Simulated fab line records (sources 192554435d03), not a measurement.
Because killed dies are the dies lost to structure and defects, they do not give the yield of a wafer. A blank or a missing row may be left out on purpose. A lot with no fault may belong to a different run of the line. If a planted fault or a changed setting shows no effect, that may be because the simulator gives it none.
Which tool is to blame? + flow n5 finfet + Sampling: 17 lots, 51 wafers, 6 of 1938 route steps

WHAT THE GAUGES SHOWED, per wafer
Not one reading of a measure or inspect step in the record can be checked against a usual standard deviation.

WHICH TOOL RAN EACH LOT (tool, then ch and the chambers of the sampled wafers, then the start)
| lot  | N5_ZERO_LAYER_DESCUM_16           | N5_ZERO_LAYER_STRIP_24              | N5_WELL_APT_DESCUM_13             | N5_PMOS_HMC_CHANNEL_EPI_DESCUM_14 | N5_PMOS_HMC_CHANNEL_EPI_STRIP_33  | N5_FIN_SAQP_STRIP_55              |
|------|-----------------------------------|-------------------------------------|-----------------------------------|-----------------------------------|-----------------------------------|-----------------------------------|
| L076 | rie diel-02 ch 0,1, day 2 00:41   | plasma asher-01 ch 0,1, day 2 00:53 | rie diel-06 ch 0,1,2, day 2 01:49 | rie diel-01 ch 1,3, day 2 06:05   | rie diel-01 ch 1,3, day 2 06:13   | rie diel-04 ch 0,2,3, day 2 10:52 |
| L078 | rie diel-01 ch 1,3, day 2 12:41   | plasma asher-01 ch 1, day 2 12:53   | rie diel-04 ch 0,2,3, day 2 14:08 | rie diel-02 ch 0,2, day 2 17:39   | rie diel-02 ch 0,2, day 2 17:47   | rie diel-04 ch 0,2,3, day 2 22:20 |
| L079 | rie diel-02 ch 0,2, day 2 18:41   | plasma asher-01 ch 0,1, day 2 18:53 | rie diel-04 ch 0,1,3, day 2 19:46 | rie diel-02 ch 0,2, day 2 23:05   | rie diel-02 ch 0,2, day 2 23:13   | rie diel-04 ch 1,2, day 3 03:47   |
| L080 | rie diel-03 ch 0,1,2, day 3 00:52 | plasma asher-02 ch 0,1, day 3 01:05 | rie diel-06 ch 2,3, day 3 01:50   | rie diel-02 ch 1,2,3, day 3 05:16 | rie diel-02 ch 1,2,3, day 3 05:24 | rie diel-04 ch 1,3, day 3 10:07   |
| L082 | rie diel-01 ch 0,1,2, day 3 12:48 | plasma asher-02 ch 0,1, day 3 13:01 | rie diel-04 ch 0,2,3, day 3 13:58 | rie diel-01 ch 1,2,3, day 3 18:11 | rie diel-01 ch 1,2,3, day 3 18:19 | rie diel-05 ch 0,1,3, day 3 22:58 |
| L084 | rie diel-02 ch 0,1, day 4 00:41   | plasma asher-01 ch 0,1, day 4 00:55 | rie diel-05 ch 2,3, day 4 01:47   | rie diel-02 ch 0,2, day 4 05:31   | rie diel-02 ch 0,2, day 4 05:40   | rie diel-05 ch 0,1, day 4 10:22   |
| L085 | rie diel-03 ch 1,2,3, day 4 07:10 | plasma asher-02 ch 0,1, day 4 07:23 | rie diel-05 ch 1,3, day 4 08:07   | rie diel-01 ch 0,1,2, day 4 11:23 | rie diel-01 ch 0,1,2, day 4 11:32 | rie diel-06 ch 0,2, day 4 17:53   |
| L087 | rie diel-03 ch 0,3, day 4 18:49   | plasma asher-01 ch 0,1, day 4 19:10 | rie diel-05 ch 1,2,3, day 4 19:55 | rie diel-03 ch 1,2, day 4 23:16   | rie diel-03 ch 1,2, day 4 23:23   | rie diel-06 ch 0,1,3, day 5 03:59 |
| L088 | rie diel-01 ch 0,1,2, day 5 00:42 | plasma asher-02 ch 0,1, day 5 00:55 | rie diel-05 ch 1,2,3, day 5 01:40 | rie diel-02 ch 0,1, day 5 05:41   | rie diel-02 ch 0,1, day 5 05:50   | rie diel-04 ch 0,1,2, day 5 10:49 |
| L089 | rie diel-01 ch 2,3, day 5 06:41   | plasma asher-02 ch 0,1, day 5 06:55 | rie diel-05 ch 1,2, day 5 07:44   | rie diel-02 ch 2,3, day 5 12:08   | rie diel-02 ch 2,3, day 5 12:16   | rie diel-06 ch 2,3, day 5 16:50   |
| L090 | rie diel-01 ch 1,3, day 5 12:48   | plasma asher-02 ch 0,1, day 5 13:01 | rie diel-04 ch 0,1, day 5 13:54   | rie diel-02 ch 0,1,2, day 5 17:32 | rie diel-02 ch 0,1,2, day 5 17:40 | rie diel-06 ch 0,2, day 5 22:24   |
| L092 | rie diel-01 ch 0,1,3, day 6 00:49 | plasma asher-02 ch 0,1, day 6 01:02 | rie diel-05 ch 1,2, day 6 01:55   | rie diel-03 ch 0,1,2, day 6 05:29 | rie diel-03 ch 0,1,2, day 6 05:37 | rie diel-04 ch 2,3, day 6 10:23   |
| L093 | rie diel-03 ch 2,3, day 6 06:41   | plasma asher-01 ch 0,1, day 6 06:53 | rie diel-05 ch 1,3, day 6 07:46   | rie diel-02 ch 0,1,3, day 6 11:26 | rie diel-02 ch 0,1,3, day 6 11:34 | rie diel-05 ch 0,1, day 6 16:03   |
| L094 | rie diel-03 ch 0,2, day 6 12:50   | plasma asher-01 ch 0, day 6 13:02   | rie diel-05 ch 1,2, day 6 13:47   | rie diel-03 ch 0,1,3, day 6 17:44 | rie diel-03 ch 0,1,3, day 6 17:53 | rie diel-06 ch 1,2, day 6 23:11   |
| L095 | rie diel-01 ch 0,1,2, day 6 18:49 | plasma asher-01 ch 0,1, day 6 19:01 | rie diel-05 ch 0,2, day 6 19:54   | rie diel-03 ch 1,2,3, day 6 23:31 | rie diel-03 ch 1,2,3, day 6 23:39 | rie diel-04 ch 0,1,2, day 7 04:27 |
| L096 | rie diel-03 ch 0,1,3, day 7 00:41 | plasma asher-01 ch 0,1, day 7 00:53 | rie diel-05 ch 0,1, day 7 02:27   | rie diel-01 ch 0,1,3, day 7 05:47 | rie diel-01 ch 0,1,3, day 7 05:55 | rie diel-04 ch 1,2,3, day 7 11:07 |
| L097 | rie diel-01 ch 0,3, day 7 06:45   | plasma asher-02 ch 0,1, day 7 06:58 | rie diel-06 ch 1,2, day 7 07:43   | rie diel-03 ch 0,2,3, day 7 11:00 | rie diel-03 ch 0,2,3, day 7 11:08 | rie diel-05 ch 2,3, day 7 17:19   |
- N5_ZERO_LAYER_DESCUM_16: chemistry O2, time 7.9 s.
- N5_ZERO_LAYER_STRIP_24: strips in O2.
- N5_WELL_APT_DESCUM_13: chemistry O2, time 7.9 s.
- N5_PMOS_HMC_CHANNEL_EPI_DESCUM_14: chemistry O2, time 7.9 s.
- N5_PMOS_HMC_CHANNEL_EPI_STRIP_33: strips in N2/H2.
- N5_FIN_SAQP_STRIP_55: strips in N2/H2.

WHAT THE TOOLS THEMSELVES READ (means of the sampled wafers that have a number; where no wafer has one, the mark that the record gives instead)
N5_ZERO_LAYER_DESCUM_16.
| lot  | tool        | drypump motor current A (A) | o2 flow sccm (sccm) | oes product au (a.u.) | rf fwd power W (W) | rf vpp V (V) | showerhead plenum p Torr (Torr) | throttle valve pct (%) |
|------|-------------|-----------------------------|---------------------|-----------------------|--------------------|--------------|---------------------------------|------------------------|
| L076 | rie diel-02 | 5.8                         | 224.7               | 0.74                  | 49.46              | 242.2        | 2.09                            | 20.77                  |
| L078 | rie diel-01 | 6.1                         | 224.7               | 0.70                  | 49.61              | 242.5        | 2.07                            | 20.36                  |
| L079 | rie diel-02 | 6.0                         | 225.2               | 0.76                  | 49.41              | 244.6        | 2.19                            | 20.63                  |
| L080 | rie diel-03 | 6.1                         | 224.1               | 0.77                  | 49.45              | 244.4        | 2.14                            | 20.47                  |
| L082 | rie diel-01 | 5.4                         | 224.3               | 0.80                  | 49.53              | 243.9        | 2.15                            | 20.50                  |
| L084 | rie diel-02 | 5.8                         | 224.9               | 0.73                  | 49.35              | 242.9        | 2.08                            | 20.79                  |
| L085 | rie diel-03 | 6.2                         | 225.0               | 0.84                  | 49.17              | 244.2        | 2.15                            | 20.47                  |
| L087 | rie diel-03 | 6.4                         | 225.7               | 0.90                  | 49.52              | 245.5        | 2.22                            | 20.22                  |
| L088 | rie diel-01 | 5.4                         | 224.4               | 0.78                  | 49.59              | 244.1        | 2.14                            | 20.51                  |
| L089 | rie diel-01 | 5.7                         | 225.5               | 0.82                  | 49.36              | 243.7        | 2.10                            | 20.52                  |
| L090 | rie diel-01 | 6.1                         | 224.8               | 0.68                  | 49.36              | 243.0        | 2.06                            | 20.38                  |
| L092 | rie diel-01 | 5.7                         | 224.6               | 0.70                  | 49.39              | 243.2        | 2.11                            | 20.45                  |
| L093 | rie diel-03 | 6.5                         | 225.5               | 0.81                  | 49.34              | 243.3        | 2.15                            | 20.37                  |
| L094 | rie diel-03 | 6.2                         | 225.6               | 0.76                  | 49.58              | 244.0        | 2.16                            | 20.33                  |
| L095 | rie diel-01 | 5.4                         | 224.9               | 0.77                  | 49.40              | 243.8        | 2.14                            | 20.54                  |
| L096 | rie diel-03 | 6.1                         | 224.3               | 0.80                  | 49.25              | 244.1        | 2.18                            | 20.44                  |
| L097 | rie diel-01 | 5.5                         | 225.1               | 0.72                  | 49.23              | 244.0        | 2.15                            | 20.47                  |

N5_ZERO_LAYER_STRIP_24.
| lot  | tool            | drypump motor current A (A) | heater power w (W) | o2 flow sccm (sccm) | oes product au (a.u.) | strip time to endpoint s (s) |
|------|-----------------|-----------------------------|--------------------|---------------------|-----------------------|------------------------------|
| L076 | plasma asher-01 | 5.64                        | 317                | 6773                | 0.648                 | 43.84                        |
| L078 | plasma asher-01 | 5.65                        | 326                | 6749                | 0.645                 | 43.74                        |
| L079 | plasma asher-01 | 5.61                        | 324                | 6747                | 0.645                 | 43.86                        |
| L080 | plasma asher-02 | 5.73                        | 362                | 6775                | 0.644                 | 43.97                        |
| L082 | plasma asher-02 | 5.74                        | 366                | 6766                | 0.646                 | 44.05                        |
| L084 | plasma asher-01 | 5.62                        | 323                | 6745                | 0.643                 | 43.93                        |
| L085 | plasma asher-02 | 5.73                        | 364                | 6769                | 0.648                 | 43.90                        |
| L087 | plasma asher-01 | 5.63                        | 326                | 6747                | 0.649                 | 44.03                        |
| L088 | plasma asher-02 | 5.72                        | 366                | 6724                | 0.649                 | 44.01                        |
| L089 | plasma asher-02 | 5.74                        | 366                | 6764                | 0.645                 | 43.89                        |
| L090 | plasma asher-02 | 5.74                        | 363                | 6738                | 0.649                 | 43.99                        |
| L092 | plasma asher-02 | 5.72                        | 369                | 6763                | 0.647                 | 44.05                        |
| L093 | plasma asher-01 | 5.66                        | 322                | 6738                | 0.650                 | 43.80                        |
| L094 | plasma asher-01 | 5.64                        | 319                | 6728                | 0.646                 | 43.78                        |
| L095 | plasma asher-01 | 5.62                        | 323                | 6765                | 0.644                 | 43.74                        |
| L096 | plasma asher-01 | 5.61                        | 325                | 6750                | 0.649                 | 43.87                        |
| L097 | plasma asher-02 | 5.72                        | 370                | 6742                | 0.644                 | 43.82                        |

N5_WELL_APT_DESCUM_13.
| lot  | tool        | drypump motor current A (A) | o2 flow sccm (sccm) | oes product au (a.u.) | rf fwd power W (W) | rf vpp V (V) | showerhead plenum p Torr (Torr) | throttle valve pct (%) |
|------|-------------|-----------------------------|---------------------|-----------------------|--------------------|--------------|---------------------------------|------------------------|
| L076 | rie diel-06 | 5.4                         | 224.6               | 0.78                  | 49.54              | 244.1        | 2.12                            | 20.39                  |
| L078 | rie diel-04 | 6.2                         | 224.7               | 0.76                  | 49.69              | 243.2        | 2.08                            | 20.41                  |
| L079 | rie diel-04 | 6.3                         | 224.6               | 0.77                  | 49.65              | 243.7        | 2.13                            | 20.63                  |
| L080 | rie diel-06 | 5.4                         | 225.6               | 0.86                  | 49.73              | 244.0        | 2.20                            | 20.26                  |
| L082 | rie diel-04 | 6.2                         | 224.8               | 0.76                  | 49.73              | 242.9        | 2.08                            | 20.42                  |
| L084 | rie diel-05 | 6.0                         | 224.6               | 0.80                  | 49.59              | 244.1        | 2.15                            | 20.36                  |
| L085 | rie diel-05 | 6.0                         | 224.9               | 0.71                  | 49.63              | 243.6        | 2.09                            | 20.58                  |
| L087 | rie diel-05 | 5.6                         | 225.6               | 0.79                  | 49.71              | 243.5        | 2.09                            | 20.42                  |
| L088 | rie diel-05 | 5.6                         | 224.4               | 0.78                  | 49.64              | 243.9        | 2.08                            | 20.43                  |
| L089 | rie diel-05 | 5.3                         | 225.1               | 0.77                  | 49.73              | 242.0        | 2.02                            | 20.49                  |
| L090 | rie diel-04 | 6.2                         | 225.5               | 0.72                  | 49.81              | 244.5        | 2.17                            | 20.86                  |
| L092 | rie diel-05 | 5.3                         | 224.9               | 0.83                  | 49.70              | 242.2        | 2.08                            | 20.28                  |
| L093 | rie diel-05 | 5.6                         | 224.2               | 0.68                  | 49.69              | 242.7        | 2.02                            | 20.65                  |
| L094 | rie diel-05 | 5.3                         | 225.0               | 0.82                  | 49.57              | 243.0        | 2.08                            | 20.30                  |
| L095 | rie diel-05 | 5.1                         | 224.9               | 0.82                  | 49.71              | 243.5        | 2.09                            | 20.32                  |
| L096 | rie diel-05 | 5.1                         | 224.9               | 0.66                  | 49.66              | 241.2        | 1.97                            | 20.72                  |
| L097 | rie diel-06 | 4.9                         | 224.9               | 0.74                  | 49.79              | 243.3        | 2.11                            | 20.34                  |

N5_PMOS_HMC_CHANNEL_EPI_DESCUM_14.
| lot  | tool        | drypump motor current A (A) | o2 flow sccm (sccm) | oes product au (a.u.) | rf fwd power W (W) | rf vpp V (V) | showerhead plenum p Torr (Torr) | throttle valve pct (%) |
|------|-------------|-----------------------------|---------------------|-----------------------|--------------------|--------------|---------------------------------|------------------------|
| L076 | rie diel-01 | 5.9                         | 225.3               | 0.70                  | 49.47              | 243.4        | 2.08                            | 20.39                  |
| L078 | rie diel-02 | 6.0                         | 225.3               | 0.76                  | 49.50              | 244.8        | 2.19                            | 20.61                  |
| L079 | rie diel-02 | 5.9                         | 224.6               | 0.74                  | 49.29              | 244.4        | 2.19                            | 20.72                  |
| L080 | rie diel-02 | 5.8                         | 224.4               | 0.75                  | 49.59              | 242.5        | 2.11                            | 20.76                  |
| L082 | rie diel-01 | 5.8                         | 225.3               | 0.76                  | 49.42              | 242.4        | 2.09                            | 20.45                  |
| L084 | rie diel-02 | 5.9                         | 224.8               | 0.73                  | 49.42              | 244.5        | 2.18                            | 20.72                  |
| L085 | rie diel-01 | 5.4                         | 225.1               | 0.78                  | 49.37              | 243.8        | 2.15                            | 20.51                  |
| L087 | rie diel-03 | 6.2                         | 225.6               | 0.75                  | 49.13              | 243.3        | 2.10                            | 20.55                  |
| L088 | rie diel-02 | 5.8                         | 224.9               | 0.72                  | 49.46              | 243.2        | 2.08                            | 20.81                  |
| L089 | rie diel-02 | 5.9                         | 225.0               | 0.75                  | 49.42              | 243.6        | 2.16                            | 20.71                  |
| L090 | rie diel-02 | 5.9                         | 225.0               | 0.73                  | 49.52              | 243.5        | 2.13                            | 20.73                  |
| L092 | rie diel-03 | 6.1                         | 224.5               | 0.75                  | 49.29              | 243.7        | 2.13                            | 20.50                  |
| L093 | rie diel-02 | 5.8                         | 224.8               | 0.71                  | 49.65              | 242.8        | 2.10                            | 20.88                  |
| L094 | rie diel-03 | 6.1                         | 224.8               | 0.81                  | 49.34              | 244.0        | 2.18                            | 20.45                  |
| L095 | rie diel-03 | 6.2                         | 225.1               | 0.80                  | 49.48              | 243.8        | 2.15                            | 20.50                  |
| L096 | rie diel-01 | 5.7                         | 225.1               | 0.70                  | 49.52              | 243.2        | 2.11                            | 20.45                  |
| L097 | rie diel-03 | 6.4                         | 225.3               | 0.80                  | 49.45              | 244.3        | 2.17                            | 20.33                  |

N5_PMOS_HMC_CHANNEL_EPI_STRIP_33.
| lot  | tool        | drypump motor current A (A) | n2 flow sccm (sccm) | oes product au (a.u.) | rf vpp V (V) | showerhead plenum p Torr (Torr) | throttle valve pct (%) |
|------|-------------|-----------------------------|---------------------|-----------------------|--------------|---------------------------------|------------------------|
| L076 | rie diel-01 | 5.9                         | 300.0               | 0.70                  | 51.9         | 3.33                            | 19.1                   |
| L078 | rie diel-02 | 6.0                         | 300.6               | 0.77                  | 55.8         | 3.51                            | 19.4                   |
| L079 | rie diel-02 | 6.0                         | 298.9               | 0.74                  | 52.1         | 3.50                            | 19.3                   |
| L080 | rie diel-02 | 5.8                         | 300.1               | 0.75                  | 54.1         | 3.36                            | 19.6                   |
| L082 | rie diel-01 | 5.8                         | 300.0               | 0.76                  | 54.7         | 3.37                            | 19.4                   |
| L084 | rie diel-02 | 6.0                         | 300.6               | 0.73                  | 53.1         | 3.49                            | 19.3                   |
| L085 | rie diel-01 | 5.4                         | 300.1               | 0.78                  | 53.9         | 3.42                            | 19.5                   |
| L087 | rie diel-03 | 6.2                         | 300.9               | 0.76                  | 55.9         | 3.34                            | 18.7                   |
| L088 | rie diel-02 | 5.8                         | 300.8               | 0.72                  | 53.1         | 3.30                            | 19.5                   |
| L089 | rie diel-02 | 5.9                         | 300.3               | 0.75                  | 53.6         | 3.45                            | 19.6                   |
| L090 | rie diel-02 | 5.9                         | 300.0               | 0.74                  | 53.7         | 3.40                            | 19.5                   |
| L092 | rie diel-03 | 6.1                         | 300.6               | 0.75                  | 53.5         | 3.38                            | 18.7                   |
| L093 | rie diel-02 | 5.8                         | 300.2               | 0.71                  | 54.1         | 3.33                            | 19.6                   |
| L094 | rie diel-03 | 6.1                         | 300.2               | 0.81                  | 54.1         | 3.46                            | 18.8                   |
| L095 | rie diel-03 | 6.2                         | 299.7               | 0.79                  | 55.6         | 3.41                            | 18.8                   |
| L096 | rie diel-01 | 5.7                         | 299.9               | 0.69                  | 55.0         | 3.37                            | 19.0                   |
| L097 | rie diel-03 | 6.4                         | 299.9               | 0.80                  | 54.1         | 3.45                            | 18.5                   |

N5_FIN_SAQP_STRIP_55.
| lot  | tool        | drypump motor current A (A) | n2 flow sccm (sccm) | oes product au (a.u.) | rf vpp V (V) | showerhead plenum p Torr (Torr) | throttle valve pct (%) |
|------|-------------|-----------------------------|---------------------|-----------------------|--------------|---------------------------------|------------------------|
| L076 | rie diel-04 | 6.2                         | 299.4               | 0.76                  | 120.0        | 3.36                            | 19.2                   |
| L078 | rie diel-04 | 6.2                         | 300.0               | 0.77                  | 122.7        | 3.36                            | 19.2                   |
| L079 | rie diel-04 | 5.7                         | 299.5               | 0.72                  | 123.7        | 3.41                            | 19.2                   |
| L080 | rie diel-04 | 6.1                         | 298.9               | 0.79                  | 122.7        | 3.33                            | 19.5                   |
| L082 | rie diel-05 | 5.5                         | 300.8               | 0.71                  | 119.6        | 3.29                            | 19.2                   |
| L084 | rie diel-05 | 5.0                         | 300.3               | 0.69                  | 119.8        | 3.20                            | 19.2                   |
| L085 | rie diel-06 | 5.5                         | 299.7               | 0.80                  | 121.8        | 3.49                            | 19.1                   |
| L087 | rie diel-06 | 5.7                         | 299.2               | 0.77                  | 121.8        | 3.36                            | 18.9                   |
| L088 | rie diel-04 | 6.1                         | 300.4               | 0.72                  | 122.1        | 3.41                            | 19.1                   |
| L089 | rie diel-06 | 5.6                         | 300.3               | 0.84                  | 121.8        | 3.46                            | 18.9                   |
| L090 | rie diel-06 | 5.5                         | 299.8               | 0.78                  | 122.5        | 3.48                            | 19.1                   |
| L092 | rie diel-04 | 6.0                         | 299.0               | 0.76                  | 119.8        | 3.26                            | 19.5                   |
| L093 | rie diel-05 | 5.0                         | 300.2               | 0.67                  | 120.4        | 3.19                            | 19.3                   |
| L094 | rie diel-06 | 4.9                         | 299.8               | 0.74                  | 122.0        | 3.40                            | 18.9                   |
| L095 | rie diel-04 | 6.1                         | 299.7               | 0.71                  | 122.8        | 3.41                            | 19.2                   |
| L096 | rie diel-04 | 5.9                         | 300.4               | 0.72                  | 122.7        | 3.32                            | 19.3                   |
| L097 | rie diel-05 | 5.6                         | 300.6               | 0.92                  | 122.3        | 3.42                            | 18.4                   |

THE ANSWER, worked out from the rows above alone
Rule: usual is defined by the lots themselves. Put in order of their means at a reading, lots are off if they are a third of the lots or fewer, leave a main group of 4 or more, and stand apart from it by a gap of 3 or more times the standard deviation of the main group's means; of several such gaps the widest counts. A main group is skipped when, at the precision printed for the reading in the tables above, its means are all equal. Also off: a lot with no number at a reading for which 4 or more lots have one. All remaining lots with rows at the step are treated as sound. Order of review: gauges by route order, followed by the tools' own readings, for which a lot's mean as printed above is used. At the first step where some lot is off, the reading lying furthest off is the one used; lots without a number count as furthest.
Across all readings shown, no lot is off: no conclusion can be drawn from this.

WHAT THE SIMULATOR HAD INSERTED
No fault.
